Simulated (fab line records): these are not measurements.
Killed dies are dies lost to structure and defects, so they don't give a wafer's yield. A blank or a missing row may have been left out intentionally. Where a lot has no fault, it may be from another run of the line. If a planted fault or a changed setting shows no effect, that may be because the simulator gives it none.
Split-lot experiment ; flow n5 finfet ; on a route of 1938 steps: 7 lots, 21 wafers read

ON THE SPLIT
At N5_BEOL_M6_ETCH_62 (etches SOC in N2/H2, target depth 110 nm, overetch 22 nm, time 165 s), the setting time s was moved away from the recipe's 165 s on 7 of the 21 wafers read, by -13.6% to +11.5%. This setting was run at the recipe's value on the other wafers.

The reading is taken at the split's own step.

THE READING
SiARC_of_BEOL_M6_COAT_60.thk nm (the simulator's own value, which no gauge read), in nm, at N5_BEOL_M6_ETCH_62 (etches SOC in N2/H2, target depth 110 nm, overetch 22 nm, time 165 s). No usual value for it is given in the file. Average 28.4 nm, standard deviation 0.18 nm, over the 14 wafers here run with the recipe.

wafer;tool, chamber at the split;time s as run, s;against the recipe;SiARC_of_BEOL_M6_COAT_60.thk nm, nm;against lot-mates on the recipe
L074.4;rie diel-06, 0;165;recipe;28.6;-
L074.5;rie diel-06, 3;165;recipe;28.2;-
L074.6;rie diel-06, 0;184;+11.5%;27.8;-0.6
L075.2;rie diel-05, 1;165;recipe;28.6;-
L075.3;rie diel-05, 2;142.6;-13.6%;29.2;+0.6
L075.6;rie diel-05, 1;142.6;-13.6%;29.4;+0.8
L076.3;rie diel-06, 3,1;165;recipe;28.4;-
L076.5;rie diel-06, 3,1;165;recipe;28.4;-
L076.6;rie diel-06, 0;165;recipe;28.6;-
L080.1;rie diel-05, 0,3;154.3;-6.5%;28.6;+0.6
L080.6;rie diel-05, 0,3;154.3;-6.5%;28.6;+0.6
L080.5;rie diel-05, 2;165;recipe;28;-
L085.3;rie diel-06, 1,0;165;recipe;28.6;-
L085.4;rie diel-06, 1,0;165;recipe;28.6;-
L085.5;rie diel-06, 2;165;recipe;28.4;-
L086.1;rie diel-05, 2,0,3;165;recipe;28.4;-
L086.2;rie diel-05, 2,0,3;165;recipe;28.4;-
L086.5;rie diel-05, 2,0,3;165;recipe;28.4;-
L097.3;rie diel-05, 2;149.6;-9.3%;28.8;+0.6
L097.5;rie diel-05, 0;165;recipe;28.2;-
L097.6;rie diel-05, 1;149.6;-9.3%;28.4;+0.2
Where a row lists several chambers, the file gives one row for several wafers and doesn't say which wafer went through which chamber.

FIT RESULTS
A straight line over all 21 wafers: SiARC_of_BEOL_M6_COAT_60.thk nm changes by -0.0501 nm for each +1% of time s; r = -0.82; the points scatter about the line by 0.21 nm.
The same after taking each lot's own level away (the mean of its wafers on the recipe; 21 wafers): -0.0534 nm for each +1%; r = -0.91; scatter 0.14 nm.
Per that fit: largest time s move, reading shift of 0.72 nm.
Across the lots, their own levels run from 28.00 to 28.60 nm, a range of 3.4 times the standard deviation given above.
The two slopes agree, so the slope changes little with the lot-to-lot level.
Check: +0.782 nm against its lot-mates is what the line predicts for one of the wafers moved furthest among these (-13.6%) when that wafer is left out of the fit. Against them it came out at +0.6 nm.

THE OTHER SPLITS THESE WAFERS WENT THROUGH
Other splits were also applied to these wafers ahead of the reading. Each is held against what the fit with the lots' levels taken away leaves over:
other split on the same wafers;wafers away from the commonest value;r with SiARC_of_BEOL_M6_COAT_60.thk nm (lot level and that fit taken away)
N5_BEOL_M1_COAT_62 spin rpm;5;-0.12
N5_BEOL_M2_SPUTTER_86 time s;5;-0.10
N5_BEOL_M3_SPUTTER_48 time s;5;+0.15
N5_BEOL_M5_COAT_66 spin rpm;8;+0.17
N5_BEOL_M5_COAT_22 spin rpm;4;-0.23

THE FILE'S OWN FIT
SiARC_of_BEOL_M6_COAT_60.thk nm changes by -0.0539 nm for each +1% of time s, r = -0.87.
